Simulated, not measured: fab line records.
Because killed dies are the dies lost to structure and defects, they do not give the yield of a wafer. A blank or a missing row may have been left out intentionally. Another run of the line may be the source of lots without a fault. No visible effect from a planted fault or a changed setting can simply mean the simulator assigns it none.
What tool caused it?	flow nand_harc	72 wafers from 24 lots sampled at 6 of the route's 1302 steps

WHAT THE GAUGES SHOWED, per wafer
NHARC_P_GATE_INSPECT_68. Usual: raw_defect_count 193, standard deviation 80.
lot	measured	on	raw_defect_count	flag
L074	day 5 16:12	defect_inspect-01	178 145 123	
L075	day 6 04:11	defect_inspect-01	145 151 120	
L076	day 7 01:44	defect_inspect-02	337 299 262	
L077	day 7 06:59	defect_inspect-02	169 371 177	
L078	day 7 10:51	defect_inspect-02	184 159 133	
L079	day 8 01:55	defect_inspect-02	107 175 134	
L080	day 8 12:54	defect_inspect-02	146 84 212	
L081	day 8 13:49	defect_inspect-01	338 200 172	
L083	day 9 09:25	defect_inspect-02	131 123 235	
L082	day 9 10:01	defect_inspect-01	410 226 280	
L084	day 9 21:58	defect_inspect-01	221 186 191	
L085	day 10 14:50	defect_inspect-02	134 101 105	
L086	day 10 19:07	defect_inspect-01	104 189 160	
L088	day 11 21:08	defect_inspect-02	169 488 173	
L087	day 11 21:53	defect_inspect-02	103 107 147	
L089	day 12 04:09	defect_inspect-01	121 110 167	
L090	day 12 11:47	defect_inspect-01	200 209 203	
L091	day 12 22:56	defect_inspect-01	158 236 200	
L092	day 13 03:38	defect_inspect-02	257 276 224	
L093	day 13 23:26	defect_inspect-02	412 320 378	
L094	day 14 06:00	defect_inspect-02	227 198 202	
L096	day 14 22:51	defect_inspect-01	218 182 120	
L095	day 14 20:34	defect_inspect-01	249 127 189	
L097	day 15 07:58	defect_inspect-01	165 174 143	

EACH LOT AND THE TOOL THAT RAN IT (in order: tool; ch and the chambers of the sampled wafers; start)
lot	NHARC_P_GATE_HM_DEP_102	NHARC_P_GATE_STRIP_108	NHARC_P_GATE_STRIP_75	NHARC_P_GATE_STRIP_76	NHARC_P_GATE_RTA_82
L074	acl_dep-03 ch 0, day 4 20:05	rie_diel-02 ch 2,3, day 4 22:31	plasma_asher-02 ch 0,1, day 5 10:37	plasma_asher-02 ch 0,1, day 5 12:13	rtp_anneal-02 ch 0, day 5 16:02
L075	acl_dep-03 ch 0, day 5 08:19	rie_diel-07 ch 0,3, day 5 10:22	plasma_asher-02 ch 0,1, day 5 22:23	plasma_asher-01 ch 0,1, day 6 00:11	rtp_anneal-01 ch 0, day 6 04:01
L076	acl_dep-02 ch 0, day 6 05:59	rie_diel-02 ch 1,2,3, day 6 08:13	plasma_asher-02 ch 0,1, day 6 20:13	plasma_asher-02 ch 0,1, day 6 21:50	rtp_anneal-01 ch 0, day 7 01:32
L077	acl_dep-01 ch 0, day 6 11:10	rie_diel-07 ch 0,2, day 6 13:16	plasma_asher-02 ch 0,1, day 7 01:14	plasma_asher-02 ch 0,1, day 7 03:08	rtp_anneal-01 ch 0, day 7 06:48
L078	acl_dep-03 ch 0, day 6 15:10	rie_diel-02 ch 1,2,3, day 6 17:05	plasma_asher-01 ch 0,1, day 7 05:10	plasma_asher-02 ch 0,1, day 7 06:53	rtp_anneal-02 ch 0, day 7 10:41
L079	acl_dep-02 ch 0, day 7 06:03	rie_diel-02 ch 0,1,3, day 7 08:05	plasma_asher-01 ch 0,1, day 7 20:04	plasma_asher-02 ch 0,1, day 7 21:54	rtp_anneal-01 ch 0, day 8 01:45
L080	acl_dep-03 ch 0, day 7 17:20	rie_diel-07 ch 0,2,3, day 7 19:21	plasma_asher-02 ch 0,1, day 8 07:21	plasma_asher-01 ch 0,1, day 8 09:05	rtp_anneal-01 ch 0, day 8 12:46
L081	acl_dep-03 ch 0, day 7 18:05	rie_diel-07 ch 2,3, day 7 20:01	plasma_asher-01 ch 0,1, day 8 08:12	plasma_asher-02 ch 0,1, day 8 09:56	rtp_anneal-02 ch 0, day 8 13:42
L083	acl_dep-01 ch 0, day 8 13:36	rie_diel-02 ch 2,3, day 8 15:44	plasma_asher-02 ch 0,1, day 9 03:44	plasma_asher-02 ch 0, day 9 05:26	rtp_anneal-02 ch 0, day 9 09:14
L082	acl_dep-01 ch 0, day 8 14:08	rie_diel-07 ch 1,2, day 8 16:09	plasma_asher-01 ch 0,1, day 9 04:18	plasma_asher-01 ch 0,1, day 9 06:02	rtp_anneal-01 ch 0, day 9 09:49
L084	acl_dep-02 ch 0, day 9 00:10	rie_diel-07 ch 0,1, day 9 02:15	plasma_asher-01 ch 0,1, day 9 16:24	plasma_asher-02 ch 0,1, day 9 17:59	rtp_anneal-02 ch 0, day 9 21:47
L085	acl_dep-01 ch 0, day 9 19:04	rie_diel-02 ch 1,2, day 9 21:13	plasma_asher-02 ch 0,1, day 10 09:07	plasma_asher-02 ch 0,1, day 10 10:50	rtp_anneal-02 ch 0, day 10 14:38
L086	acl_dep-01 ch 0, day 9 23:29	rie_diel-07 ch 0,1,2, day 10 01:32	plasma_asher-01 ch 0,1, day 10 13:32	plasma_asher-01 ch 0,1, day 10 15:08	rtp_anneal-02 ch 0, day 10 18:57
L088	acl_dep-01 ch 0, day 11 01:22	rie_diel-03 ch 0,3, day 11 03:32	plasma_asher-01 ch 0,1, day 11 15:26	plasma_asher-01 ch 0,1, day 11 17:10	rtp_anneal-02 ch 0, day 11 20:56
L087	acl_dep-03 ch 0, day 11 01:46	rie_diel-03 ch 0,2,3, day 11 03:56	plasma_asher-01 ch 0,1, day 11 16:07	plasma_asher-01 ch 0,1, day 11 17:49	rtp_anneal-02 ch 0, day 11 21:41
L089	acl_dep-01 ch 0, day 11 02:01	rie_diel-07 ch 0,2, day 11 04:13	plasma_asher-01 ch 0,1, day 11 22:36	plasma_asher-01 ch 0,1, day 12 00:18	rtp_anneal-01 ch 0, day 12 03:58
L090	acl_dep-03 ch 0, day 11 16:17	rie_diel-03 ch 2,3, day 11 18:26	plasma_asher-02 ch 1, day 12 06:10	plasma_asher-02 ch 0,1, day 12 07:54	rtp_anneal-01 ch 0, day 12 11:35
L091	acl_dep-01 ch 0, day 12 03:19	rie_diel-03 ch 0,1,2, day 12 05:23	plasma_asher-02 ch 0,1, day 12 17:13	plasma_asher-01 ch 0,1, day 12 18:56	rtp_anneal-02 ch 0, day 12 22:46
L092	acl_dep-03 ch 0, day 12 08:02	rie_diel-07 ch 1,2,3, day 12 09:59	plasma_asher-01 ch 0,1, day 12 22:02	plasma_asher-01 ch 0,1, day 12 23:38	rtp_anneal-02 ch 0, day 13 03:28
L093	acl_dep-02 ch 0, day 13 04:05	rie_diel-07 ch 2,3, day 13 05:56	plasma_asher-01 ch 0,1, day 13 17:53	plasma_asher-01 ch 0,1, day 13 19:36	rtp_anneal-02 ch 0, day 13 23:19
L094	acl_dep-02 ch 0, day 13 10:01	rie_diel-03 ch 2,3, day 13 12:11	plasma_asher-02 ch 0,1, day 14 00:14	plasma_asher-02 ch 0, day 14 01:58	rtp_anneal-02 ch 0, day 14 05:48
L096	acl_dep-01 ch 0, day 14 00:39	rie_diel-03 ch 0,1,2, day 14 03:07	plasma_asher-01 ch 0, day 14 17:09	plasma_asher-01 ch 0,1, day 14 18:50	rtp_anneal-02 ch 0, day 14 22:39
L095	acl_dep-03 ch 0, day 14 01:04	rie_diel-02 ch 1,2,3, day 14 03:07	plasma_asher-02 ch 0,1, day 14 14:58	plasma_asher-02 ch 0,1, day 14 16:33	rtp_anneal-01 ch 0, day 14 20:22
L097	acl_dep-01 ch 0, day 14 12:05	rie_diel-02 ch 0,2,3, day 14 14:14	plasma_asher-01 ch 1, day 15 02:11	plasma_asher-02 ch 0,1, day 15 03:56	rtp_anneal-02 ch 0, day 15 07:47
- NHARC_P_GATE_HM_DEP_102: deposits aC, target thk 120 nm.
- NHARC_P_GATE_STRIP_108: strips in O2.
- NHARC_P_GATE_STRIP_75: strips in O2.
- NHARC_P_GATE_STRIP_76: strips in O2.
- NHARC_P_GATE_RTA_82: time 30 s.

AS READ BY THE TOOLS THEMSELVES (means over the sampled wafers that have a number; for cases with no such wafer, the mark the record gives instead)
NHARC_P_GATE_HM_DEP_102. Usual: throttle_valve_pct 35.000 %, standard deviation 0.0093.
lot	tool	throttle_valve_pct (%)	flag
L074	acl_dep-03	35.001	
L075	acl_dep-03	34.999	
L076	acl_dep-02	34.999	
L077	acl_dep-01	35.001	
L078	acl_dep-03	34.997	
L079	acl_dep-02	34.990	
L080	acl_dep-03	34.998	
L081	acl_dep-03	34.993	
L083	acl_dep-01	34.993	
L082	acl_dep-01	35.001	
L084	acl_dep-02	35.007	
L085	acl_dep-01	35.003	
L086	acl_dep-01	34.997	
L088	acl_dep-01	35.001	
L087	acl_dep-03	34.995	
L089	acl_dep-01	34.990	
L090	acl_dep-03	34.998	
L091	acl_dep-01	35.009	
L092	acl_dep-03	34.998	
L093	acl_dep-02	35.007	
L094	acl_dep-02	34.994	
L096	acl_dep-01	35.002	
L095	acl_dep-03	34.996	
L097	acl_dep-01	35.005	

NHARC_P_GATE_STRIP_108. Usual: chamber_pressure_mTorr 60.00 mTorr, standard deviation 0.057; drypump_motor_current_A 5.5 A, standard deviation 0.44; oes_product_au 1.002 a.u., standard deviation 0.01; rf_vpp_V 57.8 V, standard deviation 0.98; showerhead_plenum_p_Torr 3.55 Torr, standard deviation 0.16; throttle_valve_pct 17.036 %, standard deviation 0.0087.
lot	tool	chamber_pressure_mTorr (mTorr)	drypump_motor_current_A (A)	oes_product_au (a.u.)	rf_vpp_V (V)	showerhead_plenum_p_Torr (Torr)	throttle_valve_pct (%)	flag
L074	rie_diel-02	59.97	6.0	1.012	56.5	3.43	17.045	
L075	rie_diel-07	60.04	5.2	1.000	57.5	3.62	17.033	
L076	rie_diel-02	60.05	5.8	1.001	57.5	3.45	17.035	
L077	rie_diel-07	60.05	4.9	0.995	57.2	3.45	17.038	
L078	rie_diel-02	60.01	5.8	1.010	57.5	3.45	17.036	
L079	rie_diel-02	60.00	5.5	1.012	56.4	3.35	17.039	
L080	rie_diel-07	59.92	5.2	1.001	58.2	3.56	17.034	
L081	rie_diel-07	60.03	5.1	0.996	57.8	3.50	17.043	
L083	rie_diel-02	60.02	6.1	0.992	57.6	3.52	17.031	
L082	rie_diel-07	60.02	5.1	1.005	58.5	3.65	17.038	
L084	rie_diel-07	59.96	5.0	1.005	57.5	3.63	17.035	
L085	rie_diel-02	60.00	5.7	0.996	57.0	3.46	17.032	
L086	rie_diel-07	60.06	5.0	1.003	58.6	3.58	17.034	
L088	rie_diel-03	60.00	5.8	0.997	58.8	3.52	17.031	
L087	rie_diel-03	60.01	5.8	1.003	57.8	3.57	17.032	
L089	rie_diel-07	59.98	4.9	0.997	58.0	3.51	17.035	
L090	rie_diel-03	60.03	5.9	1.006	57.9	3.68	17.034	
L091	rie_diel-03	59.94	5.7	0.994	57.6	3.56	17.037	
L092	rie_diel-07	60.05	5.3	0.998	58.0	3.63	17.034	
L093	rie_diel-07	59.98	5.4	1.005	58.5	3.60	17.027	
L094	rie_diel-03	60.02	6.0	1.010	58.5	3.68	17.030	
L096	rie_diel-03	59.95	5.6	1.000	57.7	3.56	17.040	
L095	rie_diel-02	60.02	5.8	1.002	57.9	3.44	17.039	
L097	rie_diel-02	60.01	5.7	1.005	58.3	3.42	17.039	

NHARC_P_GATE_STRIP_75. Usual: drypump_motor_current_A 6.1 A, standard deviation 0.58; heater_power_w 354 W, standard deviation 30.
lot	tool	drypump_motor_current_A (A)	heater_power_w (W)	flag
L074	plasma_asher-02	5.5	332	
L075	plasma_asher-02	5.5	330	
L076	plasma_asher-02	5.9	326	
L077	plasma_asher-02	5.5	334	
L078	plasma_asher-01	6.6	390	
L079	plasma_asher-01	6.5	387	
L080	plasma_asher-02	5.9	320	
L081	plasma_asher-01	6.6	370	
L083	plasma_asher-02	5.9	321	
L082	plasma_asher-01	6.5	375	
L084	plasma_asher-01	6.5	375	
L085	plasma_asher-02	5.9	323	
L086	plasma_asher-01	6.6	370	
L088	plasma_asher-01	6.6	371	
L087	plasma_asher-01	6.4	377	
L089	plasma_asher-01	6.5	379	
L090	plasma_asher-02	6.3	308	
L091	plasma_asher-02	5.9	324	
L092	plasma_asher-01	6.6	366	
L093	plasma_asher-01	6.5	376	
L094	plasma_asher-02	5.5	335	
L096	plasma_asher-01	6.6	363	
L095	plasma_asher-02	5.9	329	
L097	plasma_asher-01	6.4	392	

NHARC_P_GATE_STRIP_76. Usual: drypump_motor_current_A 6.1 A, standard deviation 0.6; heater_power_w 349 W, standard deviation 29.
lot	tool	drypump_motor_current_A (A)	heater_power_w (W)	flag
L074	plasma_asher-02	5.5	332	
L075	plasma_asher-01	6.5	395	
L076	plasma_asher-02	5.5	331	
L077	plasma_asher-02	5.9	324	
L078	plasma_asher-02	5.5	331	
L079	plasma_asher-02	5.5	334	
L080	plasma_asher-01	6.5	379	
L081	plasma_asher-02	5.9	324	
L083	plasma_asher-02	5.1	348	
L082	plasma_asher-01	6.5	368	
L084	plasma_asher-02	5.9	322	
L085	plasma_asher-02	5.9	320	
L086	plasma_asher-01	6.5	378	
L088	plasma_asher-01	6.5	368	
L087	plasma_asher-01	6.4	378	
L089	plasma_asher-01	6.5	373	
L090	plasma_asher-02	5.9	326	
L091	plasma_asher-01	6.6	365	
L092	plasma_asher-01	6.5	376	
L093	plasma_asher-01	6.6	364	
L094	plasma_asher-02	5.1	355	
L096	plasma_asher-01	6.5	372	
L095	plasma_asher-02	5.5	340	
L097	plasma_asher-02	5.5	343	

NHARC_P_GATE_RTA_82. Usual: lamp_power_pct 4.4 %, standard deviation 0.65; wafer_temp_C_max 452.3, standard deviation 0.53.
lot	tool	lamp_power_pct (%)	wafer_temp_C_max	flag
L074	rtp_anneal-02	4.9	452.7	
L075	rtp_anneal-01	3.6	451.9	
L076	rtp_anneal-01	3.6	452.7	
L077	rtp_anneal-01	3.6	452.3	
L078	rtp_anneal-02	4.9	452.5	
L079	rtp_anneal-01	3.6	452.0	
L080	rtp_anneal-01	3.6	452.4	
L081	rtp_anneal-02	4.9	452.3	
L083	rtp_anneal-02	4.9	451.5	
L082	rtp_anneal-01	3.6	452.3	
L084	rtp_anneal-02	4.9	452.3	
L085	rtp_anneal-02	4.9	452.8	
L086	rtp_anneal-02	4.9	452.6	
L088	rtp_anneal-02	4.9	452.2	
L087	rtp_anneal-02	4.9	452.0	
L089	rtp_anneal-01	3.6	452.2	
L090	rtp_anneal-01	3.6	452.7	
L091	rtp_anneal-02	4.9	452.1	
L092	rtp_anneal-02	4.9	452.8	
L093	rtp_anneal-02	4.9	452.2	
L094	rtp_anneal-02	4.9	451.8	
L096	rtp_anneal-02	4.9	452.4	
L095	rtp_anneal-01	3.6	452.3	
L097	rtp_anneal-02	4.9	452.1	

THE ANSWER, worked out from the rows above alone
Rule: a lot counts as off when the mean over its wafers that have a number is more than 3 standard deviations away from the usual mean. Also off: a lot with no number at a reading for which 4 or more lots have one. The other lots that the step has rows for count as sound. After the gauges, taken in route order, come the tools' own readings; for these a lot's mean is taken, as printed above. At the first step where some lot is off, the reading lying furthest off is the one used; lots without a number count as furthest.
No lot is off on any of the readings shown, so nothing can be concluded from this.

WHAT THE SIMULATOR HAD PUT IN
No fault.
